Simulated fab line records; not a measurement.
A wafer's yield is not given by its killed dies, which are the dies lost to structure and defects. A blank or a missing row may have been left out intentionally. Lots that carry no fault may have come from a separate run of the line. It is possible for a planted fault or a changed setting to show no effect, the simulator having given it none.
fab line records    flow n5_finfet
[record] lots = 6  wafers = 18  last_day = 17
route steps=1938 shown BEOL_M15@1821 PASS1_DEP@1831 MIM_BOT@1832 MIM_TOP@1834 PASSIVATION@1936
lots that met no fault: taken from a fault-free run of the same line
start_h: the number of hours between the record's first day and the start of the first shown wafer of the lot    wait_h: hours from the lot's prior step to this one    " the same as in the row above    L1.1+2: several wafers, shown together as one row    - value missing, or start not given    * or withheld: withheld    < > ~ a bound
route shown NAME@n: a module of which the file shows steps, and the number in the route of the first    usual: mean and standard deviation over wafers with no fault    same: alike in all rows    chamber/n: place in a boat    sites: each site's reading    _std_site: how widely they spread, as a standard deviation    _edge_site: inner sites' mean taken away from outer sites' mean    radius_mm: for every site, how far away it sits from the centre of the wafer    mask NAME#n: copy n    behind: the last tool/chamber to shape the wafer    hold: why the lot went on hold/how many hours it stayed there/how the hold came to an end    device: the n, p or np transistor that did not switch    end of line: the tests these same wafers got at the end of their route    for a step that has no rows: nothing shown but its recipe    killed: the dies lost at the first sort to structure and to defects; this is not the yield of the wafer    map: shows each die of a wafer: x if killed, . if not, _ if none is there
set.NAME: the setting the step ran with; set.NAME@STEP: the setting that earlier step ran with    model.NAME: the simulator's own value behind a step, which no gauge read
certain route steps with their lots: each step a table, each wafer a row
services: the hour from which a tool's chamber was out of use, counted from the record's first day as start_h (under 0 if before that day), plus the number of hours and why
[[steps]]
[step N5_BEOL_M15_SPUTTER_45]
[recipe] material = Cu  target_thk_a = 1000  temp_c = -20  bias_v = 60  power_w = 26000  chamber_pressure_pa = 0.13  time_s = 16.67
[usual] throttle_valve_pct = 30.0/0.98
lot.wafer  tool            chamber  start_h  wait_h  throttle_valve_pct
L353.3     pvd_sputter-02  -        252.78   0.0     27.8
L353.5     "               -        "        "       30.4
L353.6     "               -        "        "       29.0
L360.1     pvd_sputter-03  -        313.37   0.0     32.0
L360.3     "               -        "        "       30.0
L360.5     "               -        "        "       30.4
L364.2     pvd_sputter-02  -        334.27   0.0     28.8
L364.3     "               -        "        "       29.0
L364.4     "               -        "        "       30.5
L363.3     pvd_sputter-02  -        345.81   0.0     28.8
L363.5     "               -        "        "       27.8
L363.6     "               -        "        "       30.6
L371.3     pvd_sputter-03  -        390.02   0.0     32.0
L371.4     "               -        "        "       29.8
L371.5     "               -        "        "       30.4
L372.1     pvd_sputter-02  -        392.09   0.0     28.1
L372.2     "               -        "        "       28.6
L372.4     "               -        "        "       28.8
[step N5_BEOL_M15_ECD_47]
[recipe] material = Cu  target_thk_a = 18600
[step N5_BEOL_M15_ANNEAL_48]
[recipe] temp_c = 225  time_s = 90  ambient = N2
[step N5_BEOL_M15_CMP_49]
[recipe] stop_on = SiO2  t_overpolish_s = 4.9  down_force_psi = 2  platen_rpm = 80  clearing_platen_down_force_psi = 2  clearing_platen_rpm = 80  post_cmp_clean = cu_alkaline  target_thk_nm = 850  clearing_platen_pad_velocity_m_s = 1.5917  pad_velocity_m_s = 1.5917
[usual] barrier_field_endpoint_s = 11.46/0.25  motor_current_A = 8.2/0.75  overpolish_run_s = 4.900/0.0093  pad_life_wafers = 913/690
lot.wafer  tool    chamber  start_h  wait_h  barrier_field_endpoint_s  motor_current_A  overpolish_run_s  pad_life_wafers
L353.3     cmp-01  2        253.79   0.4     11.39                     7.4              4.910             1130
L353.5     "       0        "        "       11.35                     7.8              4.886             -
L353.6     "       1        "        "       11.47                     7.1              4.898             -
L360.3     cmp-03  1        314.46   0.2     10.98                     8.5              4.903             2064
L360.1     "       2        "        "       11.23                     7.9              4.888             2065
L360.5     "       1        "        "       11.48                     7.9              4.897             -
L364.4     cmp-01  2        334.94   0.1     11.58                     7.6              4.897             1788
L364.3     "       0        "        "       11.55                     7.7              4.898             1790
L364.2     "       1        "        "       12.01                     6.8              4.904             1791
L363.3     cmp-03  1        347.03   0.2     11.45                     8.4              4.894             127
L363.6     "       0        "        "       11.42                     8.9              4.903             -
L363.5     "       1        "        "       11.69                     8.1              4.897             -
L371.3     cmp-02  3        390.67   0.2     11.44                     8.2              4.906             1158
L371.4     "       1        "        "       11.61                     8.3              4.896             1160
L371.5     "       0        "        "       11.49                     9.2              4.904             -
L372.4     cmp-03  2        392.84   0.1     11.26                     7.9              4.910             558
L372.2     "       0        "        "       11.33                     8.9              4.922             560
L372.1     "       1        "        "       11.25                     8.5              4.879             561
[step N5_BEOL_M15_THK_MEAS_50]
[recipe] thk_meas_gauge = xrf  reads = Cu_of_BEOL_M15_ECD_47
[usual] M15_THK = 857/15
lot.wafer  tool           chamber  start_h  wait_h  M15_THK[nm]
L353.3     film_metro-02  -        254.01   -       872
L353.5     "              -        "        "       867
L353.6     "              -        "        "       846
L360.1     film_metro-02  -        314.76   -       853
L360.3     "              -        "        "       842
L360.5     "              -        "        "       875
L364.2     film_metro-02  -        335.23   -       863
L364.3     "              -        "        "       875
L364.4     "              -        "        "       876
L363.3     film_metro-02  -        347.29   -       857
L363.5     "              -        "        "       853
L363.6     "              -        "        "       845
L371.3     film_metro-02  -        390.97   -       866
L371.4     "              -        "        "       843
L371.5     "              -        "        "       857
L372.1     film_metro-01  -        393.13   -       889
L372.2     "              -        "        "       850
L372.4     "              -        "        "       881
[step N5_BEOL_M15_PRE_CLEAN_52]
[recipe] gas = NH3  time_s = 15  temp_c = withheld  rf_power_w = 300
[step N5_BEOL_M15_DEP_53]
[recipe] material = SiCN  target_thk_a = 500  temp_c = withheld  precursor = 3MS/NH3  pressure_torr = 3  rf_w = 675  time_s = 17.8
[usual] showerhead_plenum_p_Torr = 4.159/0.024  throttle_valve_pct = 17.9/0.7
lot.wafer  tool      chamber  start_h  wait_h  showerhead_plenum_p_Torr  throttle_valve_pct
L353.3     pecvd-01  1        254.07   0.0     4.160                     18.7
L353.5     "         1        "        "       4.165                     19.0
L353.6     "         2        "        "       4.169                     17.6
L360.1     pecvd-01  1        314.82   0.0     4.154                     19.0
L360.3     "         0        "        "       4.159                     18.4
L360.5     "         1        "        "       4.146                     18.7
L364.2     pecvd-01  2        335.31   0.0     4.158                     17.8
L364.3     "         1        "        "       4.162                     19.0
L364.4     "         2        "        "       4.163                     18.0
L363.3     pecvd-02  0        347.35   0.0     4.200                     17.9
L363.5     "         2        "        "       4.148                     16.1
L363.6     "         1        "        "       4.161                     18.6
L371.3     pecvd-01  0        391.06   0.0     4.146                     18.5
L371.4     "         2        "        "       4.170                     17.9
L371.5     "         2        "        "       4.172                     18.0
L372.1     pecvd-02  0        393.20   0.0     4.176                     17.9
L372.2     "         1        "        "       4.169                     18.8
L372.4     "         1        "        "       4.174                     18.7
[step N5_BEOL_M15_RS_MEAS_54]
[recipe] thk_meas_gauge = four-point-probe  reads = Cu_of_BEOL_M15_ECD_47+Ta_of_BEOL_M15_SPUTTER_44+TaN_of_BEOL_M15_SPUTTER_43
[usual] M15_RS = 0.0215/0.00034
lot.wafer  tool           chamber  start_h  wait_h  M15_RS[ohm/sq]
L353.3     film_metro-02  -        254.14   0.1     0.0212
L353.5     "              -        "        "       0.0214
L353.6     "              -        "        "       0.0220
L360.1     film_metro-01  -        314.89   0.0     0.0216
L360.3     "              -        "        "       0.0219
L360.5     "              -        "        "       0.0210
L364.2     film_metro-02  -        335.39   0.1     0.0213
L364.3     "              -        "        "       0.0211
L364.4     "              -        "        "       0.0211
L363.3     film_metro-01  -        347.42   0.1     0.0215
L363.5     "              -        "        "       0.0216
L363.6     "              -        "        "       0.0219
L371.3     film_metro-01  -        391.13   0.1     0.0212
L371.4     "              -        "        "       0.0216
L371.5     "              -        "        "       0.0215
L372.1     film_metro-01  -        393.26   0.0     0.0210
L372.2     "              -        "        "       0.0220
L372.4     "              -        "        "       0.0212
[step N5_BEOL_M15_INSPECT_55]
[recipe] inspect_instrument = darkfield  mode = post_dep
[usual] raw_defect_count = 69/24
lot.wafer  tool               chamber  start_h  wait_h  raw_defect_count
L353.3     defect_inspect-02  -        254.16   0.0     62
L353.5     "                  -        "        "       59
L353.6     "                  -        "        "       62
L360.1     defect_inspect-02  -        314.91   0.0     57
L360.3     "                  -        "        "       67
L360.5     "                  -        "        "       46
L364.2     defect_inspect-01  -        335.42   0.0     76
L364.3     "                  -        "        "       52
L364.4     "                  -        "        "       64
L363.3     defect_inspect-01  -        347.44   0.0     52
L363.5     "                  -        "        "       53
L363.6     "                  -        "        "       74
L371.3     defect_inspect-02  -        391.15   0.0     89
L371.4     "                  -        "        "       49
L371.5     "                  -        "        "       79
L372.1     defect_inspect-02  -        393.29   0.0     53
L372.2     "                  -        "        "       48
L372.4     "                  -        "        "       87
[step N5_BEOL_M15_RC_MEAS_101]
[usual] COMB_M10 = 1.49e-11/3e-12  COMB_M11 = 1.6e-11/3.2e-12  COMB_M12 = 6.7e-12/1.6e-12  COMB_M12_max_site = 9.4e-12/2.1e-12  COMB_M13 = 5.3e-12/1.6e-12  COMB_M14 = 4e-12/1.3e-12  COMB_M15 = 2.8e-12/1.2e-12  COMB_M5 = 3.7e-11/7.6e-12  COMB_M5_max_site = 5.3e-11/1.3e-11  COMB_M6 = 2.5e-11/5e-12  COMB_M7 = 2.6e-11/5.6e-12  COMB_M8 = 2.6e-11/5.3e-12  COMB_M9 = 1.5e-11/3.1e-12  SERP_M10 = 3.05/0.085  SERP_M11 = 3.03/0.073  SERP_M12 = 0.646/0.017  SERP_M13 = 0.310/0.0058  SERP_M14 = 0.159/0.005  SERP_M5 = 39.1/1.9  SERP_M6 = 13.8/0.63  SERP_M7 = 13.6/0.48  SERP_M8 = 13.7/0.56  SERP_M8_max_site = 14.4/0.59  SERP_M9 = 3.09/0.079
lot.wafer  tool       chamber  start_h  wait_h  COMB_M10[S/m]  COMB_M11[S/m]  COMB_M12[S/m]  COMB_M12_max_site[S/m]  COMB_M13[S/m]  COMB_M14[S/m]  COMB_M15[S/m]  COMB_M5[S/m]  COMB_M5_max_site[S/m]  COMB_M6[S/m]  COMB_M7[S/m]  COMB_M8[S/m]  COMB_M9[S/m]  SERP_M10[ohm/um]  SERP_M11[ohm/um]  SERP_M12[ohm/um]  SERP_M13[ohm/um]  SERP_M14[ohm/um]  SERP_M5[ohm/um]  SERP_M6[ohm/um]  SERP_M7[ohm/um]  SERP_M8[ohm/um]  SERP_M8_max_site[ohm/um]  SERP_M9[ohm/um]
L353.3     prober-02  0        254.50   0.3     1.13e-11       2e-11          7.1e-12        9.2e-12                 4.9e-12        3.4e-12        3.8e-12        4.9e-11       6.4e-11                4e-11         2.5e-11       2e-11         1.6e-11       3.17              2.89              0.667             0.313             0.163             40.0             15.4             12.7             14.2             14.4                      2.92
L353.5     "          0        "        "       1.45e-11       1.7e-11        6.4e-12        7.6e-12                 3.9e-12        4.8e-12        3.4e-12        3.5e-11       6.9e-11                2.6e-11       2.4e-11       2.1e-11       1.8e-11       3.09              3.05              0.620             0.314             0.164             39.9             13.8             12.8             14.0             14.3                      2.99
L353.6     "          0        "        "       1.42e-11       1.3e-11        6.4e-12        9.2e-12                 5.1e-12        5.3e-12        3.3e-12        3.6e-11       5.3e-11                3.5e-11       2.4e-11       2.4e-11       2e-11         3.02              3.10              0.647             0.314             0.164             39.2             13.7             13.6             14.0             14.5                      3.01
L360.1     prober-02  0        314.94   0.0     1.53e-11       1.5e-11        5e-12          8.6e-12                 4.5e-12        4.3e-12        3.5e-12        4.7e-11       7.4e-11                2e-11         4.1e-11       3e-11         1.5e-11       3.18              2.96              0.659             0.308             0.159             36.6             13.1             14.1             14.2             14.7                      3.17
L360.3     "          0        "        "       1.03e-11       1.5e-11        5.8e-12        8.3e-12                 5.9e-12        4.6e-12        4.4e-12        4.1e-11       5.6e-11                2.8e-11       1.9e-11       2.9e-11       1e-11         3.16              2.90              0.648             0.305             0.158             35.6             14.3             13.6             13.5             14.0                      3.04
L360.5     "          0        "        "       1.51e-11       2.1e-11        7.2e-12        8.5e-12                 5e-12          5.2e-12        3.7e-12        3.9e-11       6.1e-11                2.3e-11       4e-11         3.4e-11       1.2e-11       2.97              2.95              0.638             0.299             0.160             36.2             12.9             13.6             14.4             14.7                      3.14
L364.2     prober-02  0        335.60   0.2     1.59e-11       1.6e-11        7.3e-12        8.9e-12                 6.8e-12        5.1e-12        3.4e-12        4.2e-11       6.7e-11                2.5e-11       1.8e-11       2.8e-11       1.5e-11       2.94              3.08              0.646             0.300             0.155             37.4             13.2             13.4             12.7             13.5                      2.99
L364.3     "          0        "        "       1.22e-11       1.8e-11        8.5e-12        1.21e-11                5.5e-12        4.9e-12        3.1e-12        5.6e-11       7.5e-11                2.5e-11       2.5e-11       2.4e-11       1.8e-11       3.00              3.01              0.665             0.313             0.163             41.8             13.7             13.0             13.2             13.6                      3.09
L364.4     "          0        "        "       1.25e-11       1.6e-11        8.5e-12        1.42e-11                8.2e-12        3.6e-12        3.6e-12        3.6e-11       5.2e-11                2.4e-11       2.3e-11       2.6e-11       1.4e-11       3.08              2.90              0.643             0.315             0.154             38.1             14.0             13.4             13.6             14.9                      3.10
L363.3     prober-01  0        347.78   0.3     1.23e-11       2e-11          6.4e-12        9.4e-12                 4.1e-12        3.7e-12        2.4e-12        3.7e-11       5e-11                  2.1e-11       2.7e-11       1.9e-11       1e-11         3.13              3.09              0.653             0.311             0.160             41.9             13.4             14.4             13.9             15.0                      3.20
L363.5     "          0        "        "       1.74e-11       2.2e-11        4.2e-12        4.9e-12                 4.8e-12        2.8e-12        1.4e-12        3.8e-11       4.7e-11                2.1e-11       2.5e-11       2e-11         1.1e-11       3.18              3.00              0.668             0.303             0.170             40.2             13.4             13.7             14.0             14.2                      3.05
L363.6     "          0        "        "       1.28e-11       2.1e-11        5.3e-12        8e-12                   4.7e-12        2.4e-12        1.4e-12        3.2e-11       5.1e-11                1.5e-11       3.3e-11       2e-11         9e-12         3.11              2.98              0.657             0.309             0.160             38.4             14.5             12.8             13.6             14.2                      3.28
L371.3     prober-01  0        391.55   0.4     1.58e-11       9e-12          6.2e-12        7e-12                   3.4e-12        3.2e-12        1.5e-12        3.5e-11       5.2e-11                3e-11         2.2e-11       2e-11         1.3e-11       3.20              3.07              0.641             0.311             0.156             40.7             13.5             13.3             13.7             14.2                      3.01
L371.4     "          0        "        "       1.23e-11       1.3e-11        4.7e-12        8e-12                   4.3e-12        2.8e-12        7e-13          2.9e-11       4.6e-11                2.5e-11       1.5e-11       2.7e-11       1.9e-11       3.09              2.98              0.639             0.304             0.162             42.2             13.9             13.1             13.1             14.4                      3.18
L371.5     "          0        "        "       1.1e-11        1e-11          5.9e-12        8.4e-12                 3.6e-12        2.6e-12        1.3e-12        2.4e-11       3.5e-11                2.4e-11       2.2e-11       2.7e-11       1.6e-11       3.02              2.95              0.648             0.301             0.161             40.8             13.3             13.6             12.6             13.2                      3.17
L372.1     prober-01  0        393.31   0.0     1.58e-11       1.4e-11        7e-12          9.3e-12                 5.9e-12        2.3e-12        1.9e-12        4e-11         5.5e-11                3.1e-11       1.9e-11       2.7e-11       1.3e-11       2.99              3.15              0.626             0.311             0.157             40.2             13.6             13.4             13.4             13.9                      2.97
L372.2     "          0        "        "       1.38e-11       1.2e-11        4.7e-12        8.9e-12                 5.7e-12        3.8e-12        2.4e-12        3.9e-11       4.6e-11                3.3e-11       1.9e-11       3e-11         1.4e-11       2.86              2.99              0.671             0.304             0.155             42.2             13.6             13.5             14.1             14.3                      3.07
L372.4     "          0        "        "       1.45e-11       1.3e-11        6.4e-12        8.4e-12                 4e-12          2.3e-12        1.9e-12        3e-11         3.9e-11                2.5e-11       1.9e-11       3e-11         1.3e-11       2.99              3.04              0.635             0.314             0.155             41.7             14.0             13.6             13.6             14.2                      3.16
[step N5_PASSIVATION_PECVD_00]
[recipe] material = SiO2  target_thk_a = 2000  temp_c = 400  precursor = SiH4/N2O  pressure_torr = 2.7  rf_w = 608  time_s = 11.2
[usual] heater_power_w = 612/160  showerhead_plenum_p_Torr = 8.13/0.16  throttle_valve_pct = 50.2/1.9
lot.wafer  tool      chamber  start_h  wait_h  heater_power_w  showerhead_plenum_p_Torr  throttle_valve_pct
L353.3     pecvd-04  2        255.16   0.5     524             7.85                      49.7
L353.5     "         2        "        "       518             7.84                      50.0
L353.6     "         0        "        "       445             8.24                      49.1
L360.1     pecvd-04  0        315.90   0.8     378             8.24                      49.1
L360.3     "         1        "        "       807             8.19                      50.0
L360.5     "         1        "        "       680             8.18                      50.2
L364.2     pecvd-04  0        336.42   0.7     442             8.27                      49.3
L364.3     "         1        "        "       710             8.20                      50.4
L364.4     "         2        "        "       514             7.83                      50.3
L363.3     pecvd-04  2        348.43   0.5     457             7.83                      50.2
L363.5     "         2        "        "       459             7.84                      50.4
L363.6     "         1        "        "       827             8.20                      50.3
L371.3     pecvd-04  0        392.21   0.5     441             8.24                      49.4
L371.4     "         1        "        "       740             8.20                      50.4
L371.5     "         2        "        "       487             7.85                      50.4
L372.1     pecvd-03  2        394.28   0.8     688             8.14                      45.8
L372.2     "         1        "        "       915             8.06                      53.8
L372.4     "         0        "        "       656             8.33                      50.9
[step N5_MIM_BOT_DEGAS_01]
[recipe] ambient = vacuum  temp_c = 300  time_s = 60
[usual] heater_power_w = 461/37
lot.wafer  tool            chamber  start_h  wait_h  heater_power_w
L353.3     pvd_sputter-01  -        260.27   5.1     434
L353.5     "               -        "        "       457
L353.6     "               -        "        "       434
L360.1     pvd_sputter-03  -        316.59   0.7     482
L360.3     "               -        "        "       529
L360.5     "               -        "        "       481
L364.2     pvd_sputter-03  -        336.99   0.6     531
L364.3     "               -        "        "       507
L364.4     "               -        "        "       528
L363.3     pvd_sputter-03  -        351.61   3.2     525
L363.5     "               -        "        "       425
L363.6     "               -        "        "       483
L371.3     pvd_sputter-01  -        392.75   0.5     462
L371.4     "               -        "        "       499
L371.5     "               -        "        "       446
L372.1     pvd_sputter-02  -        396.37   2.1     433
L372.2     "               -        "        "       428
L372.4     "               -        "        "       487
[step N5_MIM_BOT_SPUTTER_00]
[recipe] material = TiN  target_thk_a = 350  temp_c = 200  power_w = 3000  chamber_pressure_pa = 0.49996  gas = Ar  reactive_partial_pa = 0.37997  time_s = 89.7
[usual] throttle_valve_pct = 29.9/1.1
lot.wafer  tool            chamber  start_h  wait_h  throttle_valve_pct  model.TiN_of_MIM_BOT_SPUTTER_00.thk_nm
L353.3     pvd_sputter-01  -        260.31   0.0     29.5                35.4
L353.5     "               -        "        "       30.5                34.6
L353.6     "               -        "        "       29.4                35.4
L360.1     pvd_sputter-03  -        316.63   0.0     30.6                35.6
L360.3     "               -        "        "       29.7                35.4
L360.5     "               -        "        "       30.8                35.6
L364.2     pvd_sputter-03  -        337.03   0.0     29.6                35.6
L364.3     "               -        "        "       30.7                22.2
L364.4     "               -        "        "       29.9                22
L363.3     pvd_sputter-03  -        351.65   0.0     30.0                22.2
L363.5     "               -        "        "       31.9                35.8
L363.6     "               -        "        "       30.7                36.2
L371.3     pvd_sputter-01  -        392.79   0.0     30.7                35.2
L371.4     "               -        "        "       30.0                34.6
L371.5     "               -        "        "       30.2                34
L372.1     pvd_sputter-02  -        396.41   0.0     27.8                34.6
L372.2     "               -        "        "       30.6                34.8
L372.4     "               -        "        "       28.8                34.6
[step N5_MIM_TOP_ALD_00]
[recipe] material = Al2O3  target_thk_a = *  temp_c = withheld  ald_precursor_family = TMA  ald_co_reactant = O3  pulse_time_s = withheld  purge_time_s = 3  co_reactant_purge_time_s = withheld  co_reactant_pulse_time_s = 3  ald_cycles = withheld
[step N5_PASSIVATION_PROBE_49]
[usual] defect_limited_yield = 91.1/1.4  killed_at_M0_to_M3 = 34/11  killed_at_M4_up = 14/5.7  killed_at_contacts = 14/6.9  killed_at_front_end = 40/11  killed_at_other = 4/3.1  killed_dies = 105/17  killed_on_rim = 14/4.1  killed_open = 70/13  killed_short = 34/7.6  sort_bin_5_function = 5.3/0.95  sort_bin_6_memory = 3.3/0.64  sort_n_pass = 1075/17  sort_yield_pct = 91.1/1.4
[same] gross_dies = 1180  killed_at_back_side = 0  sort_bin_4_leakage[%] = 0  sort_bin_8_speed[%] = 0
lot.wafer  tool       chamber  start_h  wait_h  defect_limited_yield[%]  killed_at_M0_to_M3  killed_at_M4_up  killed_at_contacts  killed_at_front_end  killed_at_other  killed_dies  killed_on_rim  killed_open  killed_short  sort_bin_5_function[%]  sort_bin_6_memory[%]  sort_n_pass  sort_yield_pct[%]
L364.3     prober-01  -        348.50   0.3     90.6                     31                  14               9                   54                   3                111          8              75           36            6.1                     2.9                   1069         90.6
L363.3     prober-01  -        362.21   0.1     91.6                     37                  13               14                  35                   0                99           18             65           32            4.7                     3.4                   1081         91.6
L363.5     prober-01  -        362.31   0.2     88.7                     60                  8                11                  52                   2                133          21             84           47            6.6                     4.2                   1047         88.7
L363.6     prober-01  -        362.36   0.3     92.1                     23                  16               16                  34                   4                93           11             56           34            4.4                     3.1                   1087         92.1
L371.3     prober-02  -        409.73   0.1     88.9                     78                  11               8                   28                   6                131          21             87           43            6.1                     4.4                   1049         88.9
L371.4     prober-02  -        409.78   0.2     92.4                     42                  13               5                   29                   1                90           9              54           33            4.6                     3.0                   1090         92.4
L371.5     prober-02  -        409.83   0.2     89.2                     66                  10               4                   38                   9                127          20             79           47            6.1                     4.2                   1053         89.2
// killed by level:class
L364.3 STI_FIN_REVEAL:geometric_particle:open=24 BEOL_M0_SAQP:geometric_particle:short=10 MOL_CONTACT_COAG:geometric_particle:open=6 BEOL_M0_SAQP:geometric_particle:open=6 STI_FIN_REVEAL:geometric_particle:short=5 BEOL_M2:geometric_particle:open=5 BEOL_M4:geometric_particle:open=5 FIN_SAQP:geometric_particle:open=4
L363.3 MOL_CONTACT_COAG:geometric_particle:open=13 BEOL_M3:geometric_particle:open=10 BEOL_M1:geometric_particle:open=6 BEOL_M4:geometric_particle:open=5 BEOL_M0_SAQP:geometric_particle:open=5 BEOL_M0_SAQP:geometric_particle:short=5 STARTING-WAFER:geometric_particle:open=5 FIN_SAQP:geometric_particle:short=4
L363.5 BEOL_M0_SAQP:geometric_particle:short=16 FIN_SAQP:geometric_particle:short=11 FIN_SAQP:geometric_particle:open=11 STI_FIN_REVEAL:geometric_particle:open=11 BEOL_M1:geometric_particle:open=11 BEOL_M3:geometric_particle:open=10 MOL_CONTACT_COAG:geometric_particle:open=9 BEOL_M2:geometric_particle:open=8
L363.6 MOL_CONTACT_COAG:geometric_particle:open=11 BEOL_M4:geometric_particle:open=9 FIN_SAQP:geometric_particle:short=8 BEOL_M3:geometric_particle:open=7 STI_FIN_REVEAL:geometric_particle:open=6 GATE_CUT:geometric_particle:short=6 MOL_CONTACT_COAG:geometric_particle:short=5 FIN_SAQP:geometric_particle:open=4
L371.3 BEOL_M0_SAQP:geometric_particle:open=23 BEOL_M0_SAQP:geometric_particle:short=21 BEOL_M1:geometric_particle:open=12 BEOL_M3:geometric_particle:open=10 BEOL_M2:geometric_particle:open=8 MOL_CONTACT_COAG:geometric_particle:open=6 STI_FIN_REVEAL:geometric_particle:open=5 GATE_CUT:geometric_particle:short=5
L371.4 BEOL_M1:geometric_particle:open=12 BEOL_M0_SAQP:geometric_particle:short=11 BEOL_M0_SAQP:geometric_particle:open=10 STI_FIN_REVEAL:geometric_particle:open=5 MOL_CONTACT_COAG:geometric_particle:open=5 STARTING-WAFER:geometric_particle:short=4 BEOL_M0:geometric_particle:open=3 BEOL_M1:geometric_particle:short=3
L371.5 BEOL_M1:geometric_particle:open=19 BEOL_M0_SAQP:geometric_particle:short=15 STI_FIN_REVEAL:geometric_particle:open=13 BEOL_M0_SAQP:geometric_particle:open=10 BEOL_M2:geometric_particle:open=10 FIN_SAQP:geometric_particle:short=6 STI_FIN_REVEAL:geometric_particle:short=5 BEOL_M4:geometric_particle:open=4
[[services]]
tool            chamber  start_h  hours  kind
pvd_sputter-03  -        235.09   39.9   repair
pecvd-01        -        245.54   0.4    repair
cmp-02          -        248.48   4.0    pm
cmp-03          -        255.72   0.7    repair
pecvd-02        2        257.54   8.1    repair
pecvd-02        -        258.78   6.9    repair
cmp-02          -        259.60   0.7    repair
pecvd-02        -        276.17   1.1    repair
cmp-03          -        284.42   4.0    pm
cmp-03          -        289.44   0.2    repair
pecvd-04        1        293.87   2.1    scheduled_down
cmp-01          -        295.21   4.1    pm
pecvd-03        -        307.04   2.8    pm
pecvd-02        -        308.00   1.4    repair
pecvd-04        0        323.42   2.1    scheduled_down
cmp-03          -        324.48   4.0    pm
cmp-01          -        324.88   0.4    repair
pecvd-01        0        333.16   5.5    scheduled_down
cmp-03          -        358.34   1.8    repair
cmp-01          -        361.87   4.0    pm
cmp-02          -        364.66   1.8    repair
pecvd-01        1        383.62   -      clean
pecvd-01        1        383.62   -      consumable_replace:showerhead
pecvd-03        2        395.89   3.8    repair
[[key]]
first_sign none at tools or gauges
[model_effect] step = N5_MIM_BOT_SPUTTER_00  value = TiN_of_MIM_BOT_SPUTTER_00.thk_nm  without = 35.47  struck = 22.13
met_at N5_MIM_BOT_SPUTTER_00
struck_wafers L363.3,L364.3,L364.4
onset_between 316.63 337.03
[fault] kind = process_parameter_drift  tool = pvd_sputter-03  chamber = -  onset_h = 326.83  steps = N5_MIM_BOT_SPUTTER_00  channel = time_s  offset = *  shape = step  end_h = 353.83  scope = struck_wafers_only  acts_in = *  stated = *
